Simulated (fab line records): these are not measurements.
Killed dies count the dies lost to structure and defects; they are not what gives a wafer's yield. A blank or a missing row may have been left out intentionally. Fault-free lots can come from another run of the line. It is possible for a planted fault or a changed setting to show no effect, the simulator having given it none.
The tool behind it: which one? | flow n5-finfet | 72 wafers from 24 lots sampled at 4 of the route's 1938 steps

## WHAT THE GAUGES SHOWED, per wafer
N5_BEOL_M4_OVL_MEAS_12. Usual: M4_OVL gives -0.6 nm (standard deviation 0.75).
lot  | measured     | on         | M4_OVL (nm)    | flag
L074 | day 7 20:20  | overlay-01 | -1.3 -0.8 -0.7 |
L075 | day 7 21:16  | overlay-01 | -0.3 0.4 -0.8  |
L076 | day 8 03:24  | overlay-02 | -0.4 -1.0 -0.6 |
L077 | day 8 13:02  | overlay-02 | 0.3 -0.4 -0.3  |
L078 | day 8 15:59  | overlay-01 | -0.7 -0.5 0.1  |
L079 | day 9 01:40  | overlay-02 | -0.8 0.1 -0.7  |
L080 | day 9 02:07  | overlay-01 | 0.4 0.2 1.0    |
L081 | day 9 08:34  | overlay-01 | -1.4 -1.5 -1.2 |
L083 | day 9 17:42  | overlay-02 | -0.2 0.9 0.3   |
L082 | day 10 03:39 | overlay-01 | -0.6 -0.2 -0.3 |
L084 | day 10 08:52 | overlay-02 | -0.4 0.1 -1.8  |
L085 | day 10 15:26 | overlay-01 | 1.0 0.7 0.4    |
L086 | day 10 19:47 | overlay-02 | -1.8 -1.9 -2.0 |
L087 | day 11 04:16 | overlay-02 | -0.1 -0.4 -0.1 |
L088 | day 11 07:45 | overlay-02 | 1.2 -0.1 -0.9  |
L089 | day 11 08:24 | overlay-02 | -1.3 -0.7 -1.1 |
L090 | day 11 13:58 | overlay-01 | -0.6 -0.6 -0.3 |
L091 | day 11 19:10 | overlay-01 | -2.5 -2.4 -1.5 |
L092 | day 12 11:07 | overlay-01 | -1.6 -0.8 -0.4 |
L093 | day 12 15:33 | overlay-01 | -0.3 -0.7 -0.3 |
L094 | day 12 20:46 | overlay-02 | -1.1 -1.3 -1.7 |
L095 | day 13 05:05 | overlay-01 | -0.3 -1.1 -1.0 |
L096 | day 13 10:59 | overlay-01 | -0.5 0.1 0.3   |
L097 | day 13 21:59 | overlay-01 | -0.5 -0.7 -0.2 |

N5_BEOL_M4_OCD_MEAS_38. Usual: trench-depth-nm reads 55.9 nm (standard deviation 0.98).
lot  | measured     | on     | trench-depth-nm (nm) | flag
L074 | day 7 23:51  | ocd-01 | 53.7 54.6 55.1       |
L075 | day 8 00:05  | ocd-01 | 55.9 55.1 55.0       |
L076 | day 8 08:32  | ocd-01 | 54.2 56.3 56.6       |
L077 | day 8 15:22  | ocd-02 | 56.3 55.8 56.7       |
L078 | day 8 21:31  | ocd-01 | 54.2 55.0 56.7       |
L079 | day 9 15:25  | ocd-02 | 55.5 56.1 56.9       |
L080 | day 9 04:04  | ocd-01 | 54.5 56.7 56.1       |
L081 | day 9 15:23  | ocd-01 | 54.7 55.0 53.9       |
L083 | day 9 20:01  | ocd-01 | 54.1 55.0 55.0       |
L082 | day 10 08:35 | ocd-01 | 54.9 56.1 55.7       |
L084 | day 10 14:56 | ocd-01 | 57.2 55.4 55.4       |
L085 | day 10 17:59 | ocd-01 | 56.2 54.6 56.0       |
L086 | day 10 21:26 | ocd-02 | 55.2 54.4 56.6       |
L087 | day 11 07:54 | ocd-01 | 54.9 58.0 57.6       |
L088 | day 11 13:11 | ocd-01 | 54.4 56.1 56.4       |
L089 | day 11 13:22 | ocd-01 | 55.7 56.2 56.2       |
L090 | day 11 22:34 | ocd-02 | 55.9 55.6 55.0       |
L091 | day 12 01:47 | ocd-01 | 54.8 56.6 55.9       |
L092 | day 12 15:35 | ocd-01 | 56.4 55.3 56.4       |
L093 | day 12 22:32 | ocd-01 | 57.2 56.5 57.0       |
L094 | day 12 23:28 | ocd-01 | 54.7 54.6 56.0       |
L095 | day 13 09:01 | ocd-01 | 53.7 55.8 55.4       |
L096 | day 13 15:11 | ocd-01 | 55.5 56.6 56.8       |
L097 | day 14 04:15 | ocd-01 | 57.6 56.0 56.1       |

## WHAT TOOL EACH LOT RAN ON (gives the tool, then ch and the chambers of the sampled wafers, and finally the start)
lot  | N5_BEOL_M3_ANNEAL_87         | N5_BEOL_M3_SPUTTER_94
L074 | pvd-sputter-01, day 7 16:05  | pvd-sputter-01, day 7 16:53
L075 | pvd-sputter-03, day 7 18:07  | pvd-sputter-03, day 7 18:55
L076 | pvd-sputter-01, day 7 22:46  | pvd-sputter-01, day 7 23:34
L077 | pvd-sputter-03, day 8 07:26  | pvd-sputter-03, day 8 08:14
L078 | pvd-sputter-02, day 8 12:47  | pvd-sputter-02, day 8 13:35
L079 | pvd-sputter-03, day 8 20:43  | pvd-sputter-03, day 8 21:31
L080 | pvd-sputter-02, day 8 20:47  | pvd-sputter-02, day 8 21:35
L081 | pvd-sputter-02, day 9 03:08  | pvd-sputter-02, day 9 03:56
L083 | pvd-sputter-02, day 9 13:53  | pvd-sputter-02, day 9 14:41
L082 | pvd-sputter-02, day 9 22:36  | pvd-sputter-02, day 9 23:24
L084 | pvd-sputter-02, day 10 01:29 | pvd-sputter-02, day 10 02:17
L085 | pvd-sputter-03, day 10 08:38 | pvd-sputter-03, day 10 09:26
L086 | pvd-sputter-01, day 10 13:41 | pvd-sputter-01, day 10 14:29
L087 | pvd-sputter-02, day 10 21:40 | pvd-sputter-02, day 10 22:28
L088 | pvd-sputter-03, day 11 03:18 | pvd-sputter-03, day 11 04:06
L089 | pvd-sputter-01, day 11 04:07 | pvd-sputter-01, day 11 04:55
L090 | pvd-sputter-03, day 11 10:13 | pvd-sputter-03, day 11 11:01
L091 | pvd-sputter-01, day 11 11:44 | pvd-sputter-01, day 11 12:32
L092 | pvd-sputter-01, day 12 07:44 | pvd-sputter-01, day 12 08:32
L093 | pvd-sputter-02, day 12 12:32 | pvd-sputter-02, day 12 13:20
L094 | pvd-sputter-01, day 12 17:34 | pvd-sputter-01, day 12 18:22
L095 | pvd-sputter-02, day 13 00:38 | pvd-sputter-02, day 13 01:26
L096 | pvd-sputter-01, day 13 07:40 | pvd-sputter-01, day 13 08:28
L097 | pvd-sputter-03, day 13 17:26 | pvd-sputter-03, day 13 18:14
- N5_BEOL_M3_ANNEAL_87: time 240 s.
- N5_BEOL_M3_SPUTTER_94: material Cu, target thk 4.5 nm, time 8.29 s.

## AS READ BY THE TOOLS THEMSELVES (means over the sampled wafers that have a number; for cases with no such wafer, the mark the record gives instead)
N5_BEOL_M3_ANNEAL_87. Usual: heater-power-w reads 836 W (standard deviation 99).
lot  | tool           | heater-power-w (W) | flag
L074 | pvd-sputter-01 | 839                |
L075 | pvd-sputter-03 | 864                |
L076 | pvd-sputter-01 | 772                |
L077 | pvd-sputter-03 | 892                |
L078 | pvd-sputter-02 | 694                |
L079 | pvd-sputter-03 | 903                |
L080 | pvd-sputter-02 | 792                |
L081 | pvd-sputter-02 | 688                |
L083 | pvd-sputter-02 | 779                |
L082 | pvd-sputter-02 | 726                |
L084 | pvd-sputter-02 | 779                |
L085 | pvd-sputter-03 | 904                |
L086 | pvd-sputter-01 | 916                |
L087 | pvd-sputter-02 | 784                |
L088 | pvd-sputter-03 | 872                |
L089 | pvd-sputter-01 | 911                |
L090 | pvd-sputter-03 | 888                |
L091 | pvd-sputter-01 | 880                |
L092 | pvd-sputter-01 | 842                |
L093 | pvd-sputter-02 | 746                |
L094 | pvd-sputter-01 | 771                |
L095 | pvd-sputter-02 | 819                |
L096 | pvd-sputter-01 | 883                |
L097 | pvd-sputter-03 | 854                |

N5_BEOL_M3_SPUTTER_94. Usual: throttle-valve-pct reads 29.9 % (standard deviation 1.2).
lot  | tool           | throttle-valve-pct (%) | flag
L074 | pvd-sputter-01 | 29.7                   |
L075 | pvd-sputter-03 | 30.9                   |
L076 | pvd-sputter-01 | 30.0                   |
L077 | pvd-sputter-03 | 30.2                   |
L078 | pvd-sputter-02 | 28.7                   |
L079 | pvd-sputter-03 | 28.7                   |
L080 | pvd-sputter-02 | 30.1                   |
L081 | pvd-sputter-02 | 28.6                   |
L083 | pvd-sputter-02 | 30.3                   |
L082 | pvd-sputter-02 | 29.3                   |
L084 | pvd-sputter-02 | 29.7                   |
L085 | pvd-sputter-03 | 30.2                   |
L086 | pvd-sputter-01 | 29.6                   |
L087 | pvd-sputter-02 | 30.3                   |
L088 | pvd-sputter-03 | 29.4                   |
L089 | pvd-sputter-01 | 29.4                   |
L090 | pvd-sputter-03 | 29.3                   |
L091 | pvd-sputter-01 | 30.9                   |
L092 | pvd-sputter-01 | 29.4                   |
L093 | pvd-sputter-02 | 29.7                   |
L094 | pvd-sputter-01 | 30.4                   |
L095 | pvd-sputter-02 | 30.6                   |
L096 | pvd-sputter-01 | 30.5                   |
L097 | pvd-sputter-03 | 30.9                   |

## THE ANSWER, worked out from the rows above alone
Rule: lot off if the mean of its wafers having a number is beyond 3 standard deviations from the usual mean. A lot without any number at a reading at which 4 lots or more have one is off too. Any other lot the step has rows for is counted as sound. After the gauges, taken in route order, come the tools' own readings; for these a lot's mean is taken, as printed above. The first step at which some lot is off is used, and at that step the reading that is off furthest; a lot without a number counts as furthest.
Across all readings shown, no lot is off: no conclusion can be drawn from this.

## WHAT WAS PUT IN BY THE SIMULATOR
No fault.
